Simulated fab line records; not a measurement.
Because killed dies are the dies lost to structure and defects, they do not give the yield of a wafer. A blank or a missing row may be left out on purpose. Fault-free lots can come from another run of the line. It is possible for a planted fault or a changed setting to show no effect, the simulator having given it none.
Chamber matching    flow n5_finfet    N5_GATE_CUT_STRIP_41 on rie_diel-05: 4 sister chambers
The step strips in CF4. 8 wafers are shown with their chamber, then 8 later ones without.

== EACH WAFER AND ITS CHAMBER ==
wafer   chamber  drypump_motor_current_A (A)  showerhead_plenum_p_Torr (Torr)
L080.2  1        5.6                          1.80
L086.1  2        5.5                          1.83
L086.3  3        5.6                          1.76
L086.4  1        5.6                          1.79
L087.2  2        5.5                          1.83
L087.3  3        5.5                          1.76
L087.5  0        6.2                          1.85
L093.3  0        6.2                          1.85

== WAFERS WHOSE CHAMBER IS MISSING ==
wafer   drypump_motor_current_A (A)  showerhead_plenum_p_Torr (Torr)
L093.4  5.6                          1.79
L093.6  5.6                          1.79
L094.1  5.6                          1.79
L094.5  6.2                          1.85
L094.6  5.6                          1.79
L096.1  5.5                          1.83
L096.5  5.5                          1.83
L096.6  6.2                          1.84

== EACH ONE'S CHAMBER ==
wafer   from the rows above  in truth
L093.4  1                    1
L093.6  1                    1
L094.1  1                    1
L094.5  0                    0
L094.6  1                    1
L096.1  2                    2
L096.5  2                    2
L096.6  0                    0
Placed correctly: 8 of 8. Not placeable from these rows: 0. 0 placed wrongly.
How it was worked out, from the rows above alone: a wafer's distance from a chamber is the root of the sum, over the readings, of the square of ((its reading less the chamber's mean) divided by the reading's scatter). If the next closest chamber is less than 2 further off than the closest, the wafer can't be placed; otherwise it belongs to the closest. For every chamber, the mean is computed from those of its wafers that are shown. The scatter: take each reading less its chamber's mean, square it, sum over the shown wafers, divide by the number of wafers less the number of chambers, and take the root.
